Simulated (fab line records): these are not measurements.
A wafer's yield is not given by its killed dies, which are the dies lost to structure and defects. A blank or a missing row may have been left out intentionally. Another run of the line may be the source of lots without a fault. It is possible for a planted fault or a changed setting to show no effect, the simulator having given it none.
fab line records | flow n5Finfet
record: lots: 11 | wafers: 33 | lastDay: 17
route steps=1938 shown PMOS_HMC_CHANNEL_EPI@63 PASSIVATION@1936
lots untouched by any fault: they come from a run of this same line in which no faults occurred
startH: hours from the record's opening day to when the first of the lot's shown wafers began | waitH: hours from the lot's prior step to this one | " the same as in the row above | L1.1+2: a single row standing in for several wafers | - no value present, or no start provided | * or withheld: withheld | < > ~ a bound
route shown NAME@n: NAME is a module with steps in the file, n the number in the route of the first one | usual: mean/standard deviation of fault-free wafers | same: alike in all rows | chamber/n: place in a boat | sites: each site's reading | _std_site: the values' standard deviation | _edge_site: outer sites' mean less inner sites' | radiusMm: for every site, how far away it sits from the centre of the wafer | mask NAME#n: copy n | behind: the tool/chamber that last shaped the wafer | hold: why the lot went on hold/how many hours it stayed there/how the hold came to an end | device: whichever transistor did not switch (one of n, p or np) | end of line: the route-end tests of the same wafers | where a step has no rows: the recipe by itself | killed: dies lost to structure and defects at the first sort, not the wafer's yield | map: shows each die of a wafer: x if killed, . if not, _ if none is there
set.NAME: the setting the step ran with; set.NAME@STEP: the setting that earlier step ran with | model.NAME: the simulator's own value behind a step, which no gauge read
a sample of lots followed through the steps of the route, with each step as a table and each wafer as a row
services: a tool's chamber out of use, with start hour (startH, from the record's first day; less than 0 if before it), hours out, and reason
== steps ==
step: N5_PMOS_HMC_CHANNEL_EPI_PEB_07
recipe: pebTempC: 110 | pebTimeS: 60 | resist: CAR-ArF-block
lot.wafer  | tool          | chamber | startH | waitH
L725.1+3+6 | lithoTrack-03 | 0       | 23.19  | 0.1
L727.1+2+5 | lithoTrack-03 | 0       | 35.72  | 0.1
L728.1+3+5 | lithoTrack-01 | 0       | 41.74  | 0.1
L729.2+4+5 | lithoTrack-03 | 0       | 47.06  | 0.0
L730.1+4+6 | lithoTrack-03 | 0       | 52.86  | 0.1
L732.2+3+6 | lithoTrack-01 | 0       | 65.97  | 0.0
L733.3+4+5 | lithoTrack-05 | 0       | 74.47  | 0.0
L736.1+2+6 | lithoTrack-05 | 0       | 89.61  | 0.1
L737.1+2+3 | lithoTrack-05 | 0       | 95.27  | 0.1
L738.1+4+5 | lithoTrack-05 | 0       | 102.21 | 0.1
L746.3+4+6 | lithoTrack-03 | 0       | 149.41 | 0.0
step: N5_PMOS_HMC_CHANNEL_EPI_CD_MEAS_09
recipe: targetCdNm: 237.4 | landingEnergyEv: 500 | detector: seInlens
usual: cdNm: 236.9/0.91
lot.wafer | tool     | chamber | startH | waitH | cdNm
L725.1    | cdSem-02 | 0       | 23.25  | -     | 236.8
L725.3    | "        | 0       | "      | "     | 236.0
L725.6    | "        | 0       | "      | "     | 236.1
L727.1    | cdSem-02 | 0       | 35.79  | -     | 238.4
L727.2    | "        | 0       | "      | "     | 236.9
L727.5    | "        | 0       | "      | "     | 237.0
L728.1    | cdSem-01 | 0       | 41.81  | -     | 235.6
L728.3    | "        | 0       | "      | "     | 237.0
L728.5    | "        | 0       | "      | "     | 235.4
L729.2    | cdSem-01 | 0       | 47.12  | -     | 236.5
L729.4    | "        | 0       | "      | "     | 237.8
L729.5    | "        | 0       | "      | "     | 238.2
L730.1    | cdSem-02 | 0       | 52.93  | -     | 236.1
L730.4    | "        | 0       | "      | "     | 234.9
L730.6    | "        | 0       | "      | "     | 235.7
L732.2    | cdSem-01 | 0       | 66.03  | -     | 235.7
L732.3    | "        | 0       | "      | "     | 236.6
L732.6    | "        | 0       | "      | "     | 237.4
L733.3    | cdSem-01 | 0       | 74.53  | -     | 236.0
L733.4    | "        | 0       | "      | "     | 237.4
L733.5    | "        | 0       | "      | "     | 237.8
L736.1    | cdSem-02 | 0       | 89.68  | -     | 236.6
L736.2    | "        | 0       | "      | "     | 236.5
L736.6    | "        | 0       | "      | "     | 237.7
L737.1    | cdSem-03 | 0       | 95.34  | -     | 247.4
L737.2    | "        | 0       | "      | "     | 237.6
L737.3    | "        | 0       | "      | "     | 238.0
L738.1    | cdSem-02 | 0       | 102.28 | -     | 248.1
L738.4    | "        | 0       | "      | "     | 249.4
L738.5    | "        | 0       | "      | "     | 238.0
L746.3    | cdSem-02 | 0       | 149.48 | -     | 238.0
L746.4    | "        | 0       | "      | "     | 237.7
L746.6    | "        | 0       | "      | "     | 238.6
step: N5_PMOS_HMC_CHANNEL_EPI_ETCH_32
recipe: chemistry: N2/H2 | target: BARC | stopOn: SiO2 | targetDepthA: 858 | overEtchFrac: 0.3 | timeS: 50.3 | ionEnergyEv: 200 | maskMaterial: CAR-ArF-block | pressureMtorr: 30 | sourceW: 840 | biasW: 150 | n2FlowSccm: 200 | h2FlowSccm: 200
usual: drypumpMotorCurrentA: 5.7/0.52 | oesProductAu: 0.69/0.073 | rfVppV: 523.9/2.5 | showerheadPlenumPTorr: 2.54/0.083 | throttleValvePct: 17.76/0.19
lot.wafer | tool       | chamber | startH | waitH | drypumpMotorCurrentA | oesProductAu | rfHoursCounterH | rfVppV | showerheadPlenumPTorr | throttleValvePct
L725.1    | rieDiel-01 | 2       | 23.39  | 0.0   | 5.0                  | 0.75         | 25              | 523.4  | 2.50                  | 17.61
L725.3    | "          | 0       | "      | "     | 5.8                  | 0.67         | 100             | 526.7  | 2.67                  | 18.06
L725.6    | "          | 3       | "      | "     | 4.7                  | 0.75         | -               | 521.6  | 2.48                  | 17.60
L727.1    | rieDiel-01 | 1       | 36.60  | 0.0   | 5.8                  | 0.68         | 106             | 521.5  | 2.46                  | 17.53
L727.2    | "          | 3       | "      | "     | 4.7                  | 0.74         | 56              | 522.2  | 2.48                  | 17.62
L727.5    | "          | 1       | "      | "     | 5.8                  | 0.68         | -               | 521.1  | 2.46                  | 17.53
L728.1    | rieDiel-02 | 3       | 41.93  | 0.0   | 5.5                  | 0.62         | 162             | 526.9  | 2.65                  | 17.94
L728.3    | "          | 0       | "      | "     | 5.9                  | 0.63         | 175             | 524.7  | 2.53                  | 17.83
L728.5    | "          | 0       | "      | "     | 5.9                  | 0.63         | -               | 522.5  | 2.53                  | 17.85
L729.2    | rieDiel-06 | 0       | 47.62  | 0.0   | 5.8                  | 0.58         | 235             | 523.3  | 2.50                  | 17.89
L729.4    | "          | 1       | "      | "     | 6.7                  | 0.80         | 14              | 529.3  | 2.70                  | 17.80
L729.5    | "          | 2       | "      | "     | 5.6                  | 0.62         | -               | 523.5  | 2.53                  | 17.65
L730.1    | rieDiel-06 | 3       | 53.05  | 0.0   | 5.9                  | 0.79         | 9               | 523.5  | 2.49                  | 17.51
L730.4    | "          | 1       | "      | "     | 6.6                  | 0.80         | 16              | 530.1  | 2.70                  | 17.80
L730.6    | "          | 1       | "      | "     | 6.6                  | 0.81         | -               | 528.0  | 2.70                  | 17.80
L732.2    | rieDiel-06 | 3       | 66.16  | 0.0   | 5.9                  | 0.78         | 12              | 522.5  | 2.49                  | 17.54
L732.3    | "          | 2       | "      | "     | 5.7                  | 0.62         | 185             | 524.2  | 2.53                  | 17.68
L732.6    | "          | 2       | "      | "     | 5.7                  | 0.62         | -               | 523.1  | 2.53                  | 17.66
L733.3    | rieDiel-02 | 1       | 74.65  | 0.0   | 6.1                  | 0.59         | 241             | 522.9  | 2.50                  | 18.03
L733.4    | "          | 2       | "      | "     | 6.0                  | 0.60         | 243             | 524.1  | 2.50                  | 18.11
L733.5    | "          | 1       | "      | "     | 6.0                  | 0.59         | -               | 521.9  | 2.50                  | 18.02
L736.1    | rieDiel-01 | 1       | 89.81  | 0.0   | 5.8                  | 0.66         | 123             | 520.7  | 2.45                  | 17.55
L736.2    | "          | 2       | "      | "     | 4.9                  | 0.73         | 45              | 522.8  | 2.49                  | 17.63
L736.6    | "          | 2       | "      | "     | 4.9                  | 0.72         | -               | 522.2  | 2.49                  | 17.64
L737.1    | rieDiel-06 | 2       | 95.46  | 0.0   | 5.7                  | 0.61         | 194             | 523.6  | 2.53                  | 17.70
L737.2    | "          | 0       | "      | "     | 5.8                  | 0.57         | 249             | 523.4  | 2.50                  | 17.92
L737.3    | "          | 1       | "      | "     | 6.6                  | 0.78         | 28              | 528.1  | 2.70                  | 17.82
L738.1    | rieDiel-01 | 1       | 102.40 | 0.0   | 5.8                  | 0.67         | 126             | 521.1  | 2.45                  | 17.56
L738.4    | "          | 3       | "      | "     | 4.7                  | 0.72         | 72              | 523.0  | 2.48                  | 17.64
L738.5    | "          | 2       | "      | "     | 5.0                  | 0.72         | -               | 522.7  | 2.49                  | 17.65
L746.3    | rieDiel-06 | 3       | 149.60 | 0.0   | 5.9                  | 0.74         | 41              | 520.5  | 2.48                  | 17.60
L746.4    | "          | 0       | "      | "     | 5.8                  | 0.85         | -               | 523.0  | 2.49                  | 17.47
L746.6    | "          | 1       | "      | "     | 6.6                  | 0.76         | -               | 529.2  | 2.69                  | 17.82
step: N5_PMOS_HMC_CHANNEL_EPI_STRIP_33
recipe: chemistry: N2/H2 | powerW: 500 | tempC: 40 | pressureMtorr: 50 | rfFrequencyHz: 6e+07 | overashFraction: 0.3 | biasPowerW: 8 | h2Frac: 0.5 | n2FlowSccm: 300 | h2FlowSccm: 300
usual: drypumpMotorCurrentA: 5.7/0.53 | oesProductAu: 0.81/0.09 | rfVppV: 54.2/1.8 | showerheadPlenumPTorr: 3.35/0.11 | throttleValvePct: 18.85/0.29
lot.wafer | tool       | chamber | startH | waitH | drypumpMotorCurrentA | oesProductAu | rfHoursCounterH | rfVppV | showerheadPlenumPTorr | throttleValvePct
L725.1    | rieDiel-01 | 2       | 23.48  | 0.0   | 4.9                  | 0.89         | 25              | 54.5   | 3.30                  | 18.75
L725.3    | "          | 0       | "      | "     | 5.7                  | 0.80         | 100             | 52.9   | 3.52                  | 19.54
L725.6    | "          | 3       | "      | "     | 4.6                  | 0.88         | -               | 54.1   | 3.28                  | 18.57
L727.1    | rieDiel-01 | 1       | 36.70  | 0.0   | 5.8                  | 0.78         | 106             | 55.5   | 3.25                  | 18.55
L727.2    | "          | 3       | "      | "     | 4.7                  | 0.86         | 56              | 53.9   | 3.28                  | 18.55
L727.5    | "          | 1       | "      | "     | 5.8                  | 0.79         | -               | 56.9   | 3.25                  | 18.56
L728.1    | rieDiel-02 | 3       | 42.03  | 0.0   | 5.6                  | 0.74         | 163             | 52.5   | 3.50                  | 19.16
L728.3    | "          | 0       | "      | "     | 6.0                  | 0.76         | 175             | 55.1   | 3.35                  | 18.81
L728.5    | "          | 0       | "      | "     | 6.0                  | 0.75         | -               | 54.9   | 3.34                  | 18.74
L729.2    | rieDiel-06 | 0       | 47.72  | 0.0   | 5.9                  | 0.69         | 235             | 54.8   | 3.31                  | 18.77
L729.4    | "          | 1       | "      | "     | 6.7                  | 0.94         | 14              | 55.6   | 3.56                  | 18.90
L729.5    | "          | 2       | "      | "     | 5.6                  | 0.73         | -               | 55.3   | 3.35                  | 18.73
L730.1    | rieDiel-06 | 3       | 53.15  | 0.0   | 5.9                  | 0.93         | 9               | 53.7   | 3.29                  | 18.62
L730.4    | "          | 1       | "      | "     | 6.7                  | 0.94         | 16              | 53.4   | 3.56                  | 18.94
L730.6    | "          | 1       | "      | "     | 6.6                  | 0.93         | -               | 53.5   | 3.56                  | 18.90
L732.2    | rieDiel-06 | 3       | 66.25  | 0.0   | 5.9                  | 0.92         | 12              | 51.7   | 3.29                  | 18.63
L732.3    | "          | 2       | "      | "     | 5.7                  | 0.72         | 186             | 54.3   | 3.35                  | 18.67
L732.6    | "          | 2       | "      | "     | 5.7                  | 0.71         | -               | 56.6   | 3.35                  | 18.71
L733.3    | rieDiel-02 | 1       | 74.75  | 0.0   | 6.0                  | 0.69         | 241             | 53.9   | 3.30                  | 18.85
L733.4    | "          | 2       | "      | "     | 6.0                  | 0.71         | 243             | 52.4   | 3.30                  | 19.06
L733.5    | "          | 1       | "      | "     | 6.1                  | 0.69         | -               | 53.9   | 3.30                  | 18.86
L736.1    | rieDiel-01 | 1       | 89.90  | 0.0   | 5.8                  | 0.78         | 123             | 51.4   | 3.24                  | 18.54
L736.2    | "          | 2       | "      | "     | 4.9                  | 0.85         | 45              | 55.6   | 3.29                  | 18.85
L736.6    | "          | 2       | "      | "     | 4.9                  | 0.85         | -               | 53.3   | 3.29                  | 18.82
L737.1    | rieDiel-06 | 2       | 95.56  | 0.0   | 5.7                  | 0.71         | 194             | 56.5   | 3.34                  | 18.75
L737.2    | "          | 0       | "      | "     | 5.8                  | 0.67         | 249             | 52.1   | 3.30                  | 18.83
L737.3    | "          | 1       | "      | "     | 6.6                  | 0.91         | 28              | 53.3   | 3.55                  | 18.96
L738.1    | rieDiel-01 | 1       | 102.50 | 0.0   | 5.8                  | 0.77         | 126             | 54.9   | 3.24                  | 18.59
L738.4    | "          | 3       | "      | "     | 4.7                  | 0.86         | 72              | 53.0   | 3.27                  | 18.59
L738.5    | "          | 2       | "      | "     | 5.0                  | 0.84         | -               | 54.3   | 3.29                  | 18.82
L746.3    | rieDiel-06 | 3       | 149.70 | 0.0   | 5.9                  | 0.88         | 41              | 55.8   | 3.28                  | 18.68
L746.4    | "          | 0       | "      | "     | 5.8                  | 1.01         | -               | 52.1   | 3.30                  | 18.33
L746.6    | "          | 1       | "      | "     | 6.6                  | 0.91         | -               | 53.3   | 3.55                  | 18.98
step: N5_PMOS_HMC_CHANNEL_EPI_ETCH_38
recipe: chemistry: CF4 | target: SiO2 | targetDepthA: 15 | ionEnergyEv: 350 | pressureMtorr: 10 | icpW: 800 | biasW: 400 | cf4FlowSccm: 80
usual: drypumpMotorCurrentA: 5.7/0.49 | heBacksideLeakSccm: 2.9/0.34 | oesProductAu: 0.993/0.011 | throttleValvePct: 21.81/0.24
lot.wafer | tool     | chamber | startH | waitH | drypumpMotorCurrentA | heBacksideLeakSccm | oesProductAu | rfHoursCounterH | throttleValvePct
L725.1    | rieSi-05 | 1       | 23.79  | 0.0   | 6.3                  | 3.4                | 0.973        | 137             | 22.13
L725.3    | "        | 0       | "      | "     | 6.0                  | 2.3                | 1.003        | 44              | 22.05
L725.6    | "        | 1       | "      | "     | 6.3                  | 3.5                | 0.984        | -               | 22.13
L727.1    | rieSi-03 | 0       | 37.00  | 0.0   | 4.9                  | 2.5                | 1.007        | 78              | 21.78
L727.2    | "        | 1       | "      | "     | 5.4                  | 2.6                | 0.988        | 3               | 21.83
L727.5    | "        | 1       | "      | "     | 5.4                  | 2.9                | 0.987        | -               | 21.84
L728.1    | rieSi-04 | 3       | 42.34  | 0.0   | 6.1                  | 2.8                | 0.973        | 5               | 21.34
L728.3    | "        | 1       | "      | "     | 4.8                  | 2.7                | 0.979        | 111             | 21.94
L728.5    | "        | 0       | "      | "     | 5.5                  | 3.1                | 0.996        | -               | 21.70
L729.2    | rieSi-04 | 2       | 48.02  | 0.0   | 6.0                  | 3.1                | 0.997        | 191             | 21.87
L729.4    | "        | 1       | "      | "     | 4.8                  | 2.7                | 0.986        | 111             | 21.96
L729.5    | "        | 3       | "      | "     | 6.2                  | 2.7                | 0.989        | -               | 21.33
L730.1    | rieSi-04 | 2       | 53.46  | 0.0   | 6.1                  | 3.2                | 0.992        | 192             | 21.87
L730.4    | "        | 3       | "      | "     | 6.2                  | 2.8                | 0.984        | 6               | 21.33
L730.6    | "        | 3       | "      | "     | 6.2                  | 2.9                | 0.991        | -               | 21.32
L732.2    | rieSi-05 | 3       | 66.56  | 0.0   | 6.1                  | 2.8                | 1.019        | 123             | 22.14
L732.3    | "        | 1       | "      | "     | 6.3                  | 3.7                | 0.989        | 137             | 22.13
L732.6    | "        | 1       | "      | "     | 6.3                  | 3.5                | 0.986        | -               | 22.13
L733.3    | rieSi-04 | 2       | 75.05  | 0.0   | 6.0                  | 3.3                | 0.999        | 192             | 21.87
L733.4    | "        | 3       | "      | "     | 6.1                  | 2.8                | 0.989        | 6               | 21.33
L733.5    | "        | 3       | "      | "     | 6.2                  | 2.7                | 0.987        | -               | 21.31
L736.1    | rieSi-04 | 0       | 90.22  | 0.0   | 5.5                  | 3.1                | 0.986        | 5               | 21.71
L736.2    | "        | 1       | "      | "     | 4.8                  | 2.8                | 0.979        | 112             | 21.92
L736.6    | "        | 1       | "      | "     | 4.8                  | 2.6                | 0.981        | -               | 21.92
L737.1    | rieSi-03 | 1       | 95.86  | 0.0   | 5.3                  | 2.8                | 0.974        | 4               | 21.83
L737.2    | "        | 3       | "      | "     | 5.9                  | 2.6                | 0.998        | 157             | 21.67
L737.3    | "        | 2       | "      | "     | 5.8                  | 2.8                | 0.988        | 35              | 22.11
L738.1    | rieSi-04 | 2       | 102.80 | 0.0   | 6.1                  | 3.2                | 1.003        | 192             | 21.87
L738.4    | "        | 0       | "      | "     | 5.5                  | 3.2                | 1.000        | 5               | 21.72
L738.5    | "        | 0       | "      | "     | 5.5                  | 3.1                | 1.003        | -               | 21.70
L746.3    | rieSi-04 | 2       | 150.03 | 0.0   | 6.0                  | 3.1                | 0.999        | -               | 21.88
L746.4    | "        | 3       | "      | "     | 6.1                  | 2.6                | 0.982        | -               | 21.33
L746.6    | "        | 2       | "      | "     | 6.0                  | 3.1                | 1.019        | -               | 21.86
step: N5_PASSIVATION_PROBE_49
usual: killed_at_M0_to_M3: 35/11 | killed_at_M4_up: 14/5.4 | killedAtContacts: 12/6.2 | killedAtFrontEnd: 38/11 | killedAtOther: 4.1/2.8 | killedDies: 103/17 | killedOpen: 66/13 | killedShort: 34/8.2
same: grossDies: 1180 | killedAtBackSide: 0
lot.wafer | tool      | chamber | startH | waitH | killed_at_M0_to_M3 | killed_at_M4_up | killedAtContacts | killedAtFrontEnd | killedAtOther | killedDies | killedOpen | killedShort
L729.2    | prober-02 | -       | 304.26 | 0.1   | 33                 | 21              | 28               | 34               | 9             | 125        | 77         | 42
L729.4    | prober-02 | -       | 304.36 | 0.2   | 40                 | 14              | 26               | 31               | 6             | 117        | 74         | 38
L729.5    | prober-02 | -       | 304.41 | 0.2   | 40                 | 9               | 13               | 50               | 4             | 116        | 58         | 55
L730.1    | prober-01 | -       | 305.29 | 0.0   | 38                 | 15              | 11               | 34               | 7             | 105        | 65         | 36
L730.4    | prober-01 | -       | 305.44 | 0.2   | 16                 | 14              | 24               | 33               | 3             | 90         | 64         | 22
L730.6    | prober-01 | -       | 305.54 | 0.3   | 35                 | 10              | 18               | 53               | 2             | 118        | 64         | 53
L732.2    | prober-01 | -       | 328.92 | 0.1   | 44                 | 11              | 11               | 33               | 6             | 105        | 66         | 36
L732.3    | prober-01 | -       | 328.97 | 0.1   | 44                 | 10              | 4                | 39               | 5             | 102        | 63         | 38
L732.6    | prober-01 | -       | 329.12 | 0.3   | 33                 | 13              | 8                | 28               | 7             | 89         | 53         | 32
L733.4    | prober-01 | -       | 334.92 | 0.2   | 23                 | 15              | 22               | 43               | 3             | 106        | 69         | 34
L736.1    | prober-02 | -       | 339.41 | 0.0   | 40                 | 15              | 9                | 36               | 1             | 101        | 64         | 37
L736.2    | prober-02 | -       | 339.46 | 0.1   | 58                 | 25              | 18               | 25               | 4             | 130        | 77         | 52
L736.6    | prober-02 | -       | 339.66 | 0.3   | 50                 | 16              | 18               | 36               | 4             | 124        | 64         | 59
L737.1    | prober-02 | -       | 345.97 | 0.0   | 23                 | 13              | 12               | 39               | 5             | 92         | 59         | 29
L737.2    | prober-02 | -       | 346.02 | 0.1   | 37                 | 10              | 8                | 40               | 5             | 100        | 67         | 31
L737.3    | prober-02 | -       | 346.07 | 0.1   | 27                 | 15              | 7                | 68               | 5             | 122        | 81         | 40
L738.1    | prober-02 | -       | 362.96 | 0.0   | 41                 | 22              | 9                | 53               | 8             | 133        | 97         | 36
L738.4    | prober-02 | -       | 363.11 | 0.2   | 31                 | 10              | 15               | 41               | 4             | 101        | 70         | 30
L738.5    | prober-02 | -       | 363.16 | 0.2   | 48                 | 18              | 6                | 43               | 6             | 121        | 83         | 36
killed by level:class
L729.2 MOL_CONTACT_COAG:geometricParticle:open=22 BEOL_M4:geometricParticle:short=12 BEOL_M0_SAQP:geometricParticle:open=10 BEOL_M0_SAQP:geometricParticle:short=9 STI_FIN_REVEAL:geometricParticle:open=6 DUMMY_GATE:geometricParticle:open=6 MOL_CONTACT_COAG:geometricParticle:short=5 BEOL_M3:geometricParticle:open=5
L729.4 MOL_CONTACT_COAG:geometricParticle:open=20 BEOL_M0_SAQP:geometricParticle:short=11 BEOL_M1:geometricParticle:open=11 GATE_CUT:geometricParticle:short=8 BEOL_M4:geometricParticle:open=7 BEOL_M0_SAQP:geometricParticle:open=6 FIN_SAQP:geometricParticle:open=5 DUMMY_GATE:geometricParticle:open=5
L729.5 BEOL_M0_SAQP:geometricParticle:short=14 BEOL_M2:geometricParticle:open=12 FIN_SAQP:geometricParticle:short=11 MOL_CONTACT_COAG:geometricParticle:open=11 GATE_CUT:geometricParticle:open=10 GATE_CUT:geometricParticle:short=9 BEOL_M0_SAQP:geometricParticle:open=6 FIN_SAQP:geometricParticle:open=5
L730.1 MOL_CONTACT_COAG:geometricParticle:open=9 BEOL_M1:geometricParticle:open=8 BEOL_M3:geometricParticle:open=8 FIN_SAQP:geometricParticle:short=7 BEOL_M2:geometricParticle:open=7 BEOL_M1:geometricParticle:short=5 STI_FIN_REVEAL:geometricParticle:open=4 DUMMY_GATE:geometricParticle:open=4
L730.4 MOL_CONTACT_COAG:geometricParticle:open=19 BEOL_M4:geometricParticle:open=10 MOL_CONTACT_COAG:geometricParticle:short=5 FIN_SAQP:geometricParticle:short=4 STI_FIN_REVEAL:geometricParticle:open=4 DUMMY_GATE:geometricParticle:open=4 GATE_CUT:geometricParticle:open=4 FIN_SAQP:geometricParticle:open=3
L730.6 FIN_SAQP:geometricParticle:short=16 STI_FIN_REVEAL:geometricParticle:open=11 MOL_CONTACT_COAG:geometricParticle:open=11 BEOL_M3:geometricParticle:open=8 MOL_CONTACT_COAG:geometricParticle:short=7 BEOL_M2:geometricParticle:open=5 GATE_CUT:geometricParticle:short=5 BEOL_M0_SAQP:geometricParticle:short=5
L732.2 BEOL_M0_SAQP:geometricParticle:open=11 FIN_SAQP:geometricParticle:open=10 MOL_CONTACT_COAG:geometricParticle:open=10 BEOL_M0_SAQP:geometricParticle:short=10 BEOL_M2:geometricParticle:open=7 FIN_SAQP:geometricParticle:short=5 BEOL_M1:geometricParticle:open=4 BEOL_M1:geometricParticle:short=4
L732.3 BEOL_M0_SAQP:geometricParticle:open=12 FIN_SAQP:geometricParticle:open=10 BEOL_M0_SAQP:geometricParticle:short=10 FIN_SAQP:geometricParticle:short=6 DUMMY_GATE:geometricParticle:open=6 BEOL_M1:geometricParticle:open=5 BEOL_M2:geometricParticle:open=5 BEOL_M3:geometricParticle:open=4
L732.6 FIN_SAQP:geometricParticle:open=7 BEOL_M3:geometricParticle:open=7 MOL_CONTACT_COAG:geometricParticle:open=6 BEOL_M0_SAQP:geometricParticle:short=6 STI_FIN_REVEAL:geometricParticle:open=5 BEOL_M0_SAQP:geometricParticle:open=5 ILD0:geometricParticle:short=4 BEOL_M1:geometricParticle:short=4
L733.4 MOL_CONTACT_COAG:geometricParticle:open=14 STI_FIN_REVEAL:geometricParticle:open=11 MOL_CONTACT_COAG:geometricParticle:short=8 BEOL_M4:geometricParticle:open=8 FIN_SAQP:geometricParticle:open=7 FIN_SAQP:geometricParticle:short=6 BEOL_M2:geometricParticle:open=6 STI_FIN_REVEAL:geometricParticle:short=4
L736.1 FIN_SAQP:geometricParticle:open=14 BEOL_M1:geometricParticle:short=13 MOL_CONTACT_COAG:geometricParticle:open=8 BEOL_M0_SAQP:geometricParticle:short=7 BEOL_M0_SAQP:geometricParticle:open=6 BEOL_M2:geometricParticle:open=6 BEOL_M4:geometricParticle:open=5 BEOL_M4:geometricParticle:short=5
L736.2 BEOL_M0_SAQP:geometricParticle:short=16 BEOL_M0_SAQP:geometricParticle:open=15 MOL_CONTACT_COAG:geometricParticle:open=15 BEOL_M4:geometricParticle:open=11 BEOL_M1:geometricParticle:short=9 BEOL_M2:geometricParticle:open=8 BEOL_M4:geometricParticle:short=8 FIN_SAQP:geometricParticle:open=5
L736.6 BEOL_M0_SAQP:geometricParticle:short=12 BEOL_M2:geometricParticle:open=12 MOL_CONTACT_COAG:geometricParticle:open=11 BEOL_M1:geometricParticle:short=11 BEOL_M4:geometricParticle:short=11 FIN_SAQP:geometricParticle:short=9 BEOL_M0_SAQP:geometricParticle:open=8 MOL_CONTACT_COAG:geometricParticle:short=7
L737.1 FIN_SAQP:geometricParticle:open=10 STI_FIN_REVEAL:geometricParticle:open=8 FIN_SAQP:geometricParticle:short=7 MOL_CONTACT_COAG:geometricParticle:open=7 BEOL_M0_SAQP:geometricParticle:short=5 BEOL_M3:geometricParticle:open=5 BEOL_M4:geometricParticle:open=5 BEOL_M0_SAQP:geometricParticle:open=4
L737.2 STI_FIN_REVEAL:geometricParticle:open=16 FIN_SAQP:geometricParticle:open=7 GATE_CUT:geometricParticle:short=6 BEOL_M0_SAQP:geometricParticle:open=6 BEOL_M1:geometricParticle:open=6 BEOL_M2:geometricParticle:open=6 MOL_CONTACT_COAG:geometricParticle:open=5 BEOL_M4:geometricParticle:open=5
L737.3 STI_FIN_REVEAL:geometricParticle:open=23 BEOL_M0_SAQP:geometricParticle:short=8 ILD0:geometricParticle:short=7 MOL_CONTACT_COAG:geometricParticle:open=7 FIN_SAQP:geometricParticle:open=6 FIN_SAQP:geometricParticle:short=6 BEOL_M4:geometricParticle:open=6 DUMMY_GATE:geometricParticle:open=5
L738.1 FIN_SAQP:geometricParticle:open=14 BEOL_M4:geometricParticle:open=11 BEOL_M3:geometricParticle:open=10 BEOL_M1:geometricParticle:open=9 DUMMY_GATE:geometricParticle:open=8 MOL_CONTACT_COAG:geometricParticle:open=8 STI_FIN_REVEAL:geometricParticle:open=7 BEOL_M0_SAQP:geometricParticle:short=7
L738.4 MOL_CONTACT_COAG:geometricParticle:open=14 STI_FIN_REVEAL:geometricParticle:open=13 BEOL_M0_SAQP:geometricParticle:open=8 BEOL_M2:geometricParticle:open=8 FIN_SAQP:geometricParticle:short=6 BEOL_M0_SAQP:geometricParticle:short=6 BEOL_M4:geometricParticle:open=6 FIN_SAQP:geometricParticle:open=5
L738.5 BEOL_M0_SAQP:geometricParticle:short=12 BEOL_M0_SAQP:geometricParticle:open=12 STI_FIN_REVEAL:geometricParticle:open=8 BEOL_M2:geometricParticle:open=6 BEOL_M4:geometricParticle:open=6 FIN_SAQP:geometricParticle:open=5 DUMMY_GATE:geometricParticle:open=5 ILD0:geometricParticle:open=5
== services ==
tool          | chamber | startH | hours | kind
rieDiel-06    | 3       | 3.69   | -     | clean
rieDiel-06    | 3       | 3.69   | -     | consumableReplace:focusRing
rieDiel-06    | 3       | 3.69   | 17.7  | scheduledDown
rieDiel-06    | 3       | 3.69   | 17.7  | ventCycle
rieDiel-01    | -       | 40.32  | 0.4   | repair
rieDiel-01    | 3       | 89.53  | 8.7   | repair
rieDiel-01    | 3       | 103.31 | 18.9  | repair
rieDiel-02    | 2       | 105.26 | 7.6   | repair
rieDiel-02    | 2       | 112.90 | -     | clean
rieDiel-02    | 2       | 112.90 | -     | consumableReplace:focusRing
rieDiel-02    | 2       | 112.90 | 18.0  | scheduledDown
rieDiel-02    | 2       | 112.90 | 18.0  | ventCycle
rieDiel-06    | 0       | 115.84 | 5.3   | repair
rieDiel-06    | 0       | 121.19 | -     | clean
rieDiel-06    | 0       | 121.19 | -     | consumableReplace:focusRing
rieDiel-06    | 0       | 121.19 | 21.9  | scheduledDown
rieDiel-06    | 0       | 121.19 | 21.9  | ventCycle
lithoTrack-05 | -       | 122.97 | -     | consumableReplace:filter
rieDiel-06    | 1       | 128.14 | 16.7  | repair
rieDiel-02    | 1       | 131.21 | -     | clean
rieDiel-02    | 2       | 132.32 | 6.3   | repair
rieDiel-06    | 2       | 142.69 | 23.3  | repair
rieSi-04      | 1       | 143.87 | 14.4  | repair
rieSi-03      | 2       | 145.46 | 1.2   | repair
== key ==
firstSign: step: N5_PMOS_HMC_CHANNEL_EPI_CD_MEAS_09 | reading: cdNm | direction: up | sigmas: 12 | usual: 236.9 | struck: 248.3
effect none on later readings
metAt N5_PMOS_HMC_CHANNEL_EPI_PEB_07
struckLots L737,L738
struckWafers L737.1,L738.1,L738.4
testerLeftOut L737,L738
notActingAt N5_PMOS_HMC_CHANNEL_EPI_ETCH_32,N5_PMOS_HMC_CHANNEL_EPI_STRIP_33,N5_PMOS_HMC_CHANNEL_EPI_ETCH_38
onsetBetween 89.61 95.27
fault: kind: processParameterDrift | tool: lithoTrack-05 | chamber: - | onsetH: 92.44 | steps: N5_PMOS_HMC_CHANNEL_EPI_PEB_07 | channel: pebTimeS | offset: * | shape: step | endH: 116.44 | scope: struckWafersOnly | actsIn: * | stated: *
testerLeftOut: of these lots the tester's yield and bins aren't shown, on N5 and GAA mostly nor the transistor test; their killed dies are dies lost to structure and defects alone, not to doping, threshold or leakage, so they don't give the yield
